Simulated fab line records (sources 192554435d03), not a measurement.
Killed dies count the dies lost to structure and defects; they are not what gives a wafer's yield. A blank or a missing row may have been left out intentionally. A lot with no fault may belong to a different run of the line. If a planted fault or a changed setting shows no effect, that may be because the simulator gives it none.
Which tool is to blame? | flow n5-finfet | 12 lots, 36 wafers sampled, at 1 step of a route of 1938

== WHAT THE GAUGES SHOWED, per wafer ==
N5_BEOL_M10_CD_MEAS_18: pitch 140 nm, target cd 70 nm.
lot  | measured     | on        | cd-nm (nm)
L074 | day 11 12:15 | cd-sem-01 | 70.7 70.1 70.5
L076 | day 12 10:44 | cd-sem-03 | 69.8 69.5 69.9
L079 | day 12 11:00 | cd-sem-02 | 70.0 69.8 70.2
L082 | day 12 20:23 | cd-sem-03 | 69.8 69.2 69.6
L083 | day 14 01:32 | cd-sem-01 | 70.1 70.3 69.8
L085 | day 14 22:20 | cd-sem-01 | 69.7 69.7 69.3
L087 | day 15 02:19 | cd-sem-03 | 70.9 70.5 70.6
L089 | day 16 09:45 | cd-sem-02 | 70.1 70.2 69.8
L094 | day 17 04:44 | cd-sem-03 | 70.4 70.1 70.1
L093 | day 17 15:31 | cd-sem-01 | 70.2 70.7 70.0
L095 | day 17 19:05 | cd-sem-01 | 69.9 70.3 69.8
L096 | day 18 10:47 | cd-sem-03 | 70.2 70.1 69.0

== WHAT TOOL EACH LOT RAN ON (gives the tool, then ch and the chambers of the sampled wafers, and finally the start) ==
Before these readings, the record contains no process step.

== THE ANSWER, worked out from the rows above alone ==
Rule: the lots themselves supply what counts as usual. Put in order of their means at a reading, lots are off if they are a third of the lots or fewer, leave a main group of 4 or more, and stand apart from it by a gap of 3 or more times the standard deviation of the main group's means; of several such gaps the widest counts. A main group whose means are all the same, to the digits that the tables above print for the reading, isn't used. A lot without any number at a reading at which 4 lots or more have one is off too. Where the step has rows for the other lots, those lots are counted as sound.
Across all readings shown, no lot is off: no conclusion can be drawn from this.

== WHAT THE SIMULATOR HAD INSERTED ==
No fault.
